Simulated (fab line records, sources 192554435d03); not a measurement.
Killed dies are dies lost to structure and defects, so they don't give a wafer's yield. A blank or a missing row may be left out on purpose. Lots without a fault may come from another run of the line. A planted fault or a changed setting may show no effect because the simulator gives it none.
Chamber matching | flow n5_finfet | N5_FIN_SAQP_HM_DEP_72 on pecvd-03: 3 sister chambers
The step deposits SiO2 from SiH4/N2O, target thk 12 nm, time 7.2 s. 16 wafers are shown with their chamber, then 8 later ones without.

WAFERS WITH THEIR CHAMBER
wafer  | chamber | showerhead_plenum_p_Torr (Torr) | heater_power_w (W)
L077.4 | 0       | 8.00                            | 662
L077.5 | 1       | 8.04                            | 912
L077.6 | 2       | 8.06                            | 948
L078.1 | 2       | 8.05                            | 817
L078.3 | 0       | 8.00                            | 778
L078.5 | 0       | 7.99                            | 780
L079.2 | 1       | 8.04                            | 939
L079.5 | 2       | 8.05                            | 805
L079.6 | 1       | 8.03                            | 935
L083.1 | 2       | 8.06                            | 843
L083.4 | 2       | 8.05                            | 842
L083.6 | 2       | 8.04                            | 837
L084.1 | 1       | 8.04                            | 866
L084.3 | 2       | 8.04                            | 959
L084.4 | 2       | 8.06                            | 958
L085.2 | 0       | 8.00                            | 818

SIGNATURES (means of the wafers above)
reading                  | chamber 0 | chamber 1 | chamber 2 | scatter within a chamber
showerhead_plenum_p_Torr | 7.9975    | 8.0375    | 8.0512    | 0.007
heater_power_w           | 759.50    | 913.00    | 876.12    | 60.9
Rule: a wafer's distance from a chamber is the root of the sum, over the readings, of the square of ((its reading less the chamber's mean) divided by the reading's scatter). The wafer belongs to the nearest chamber; if the next one is less than 2 further off, it can't be placed. The scatter: the root of (the sum of the squares of (reading less its chamber's mean) over the shown wafers, divided by (wafers less chambers)).

WAFERS WITHOUT THEIR CHAMBER
wafer  | showerhead_plenum_p_Torr (Torr) | heater_power_w (W)
L085.4 | 7.98                            | 813
L085.5 | 8.05                            | 860
L086.1 | 8.04                            | 831
L086.2 | 8.00                            | 777
L086.3 | 8.04                            | 857
L093.1 | 8.03                            | 912
L093.2 | 8.05                            | 952
L093.6 | 8.02                            | 973

WHICH CHAMBER EACH WENT THROUGH
wafer  | from the rows above     | in truth
L085.4 | 0                       | 0
L085.5 | can't be placed: 2 or 1 | 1
L086.1 | can't be placed: 1 or 2 | 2
L086.2 | 0                       | 0
L086.3 | can't be placed: 1 or 2 | 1
L093.1 | 1                       | 1
L093.2 | can't be placed: 2 or 1 | 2
L093.6 | 1                       | 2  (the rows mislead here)
Placed correctly: 3 of 8. Can't be placed from these rows: 4 (the true chamber is among the candidates in 4). Placed wrongly: 1.
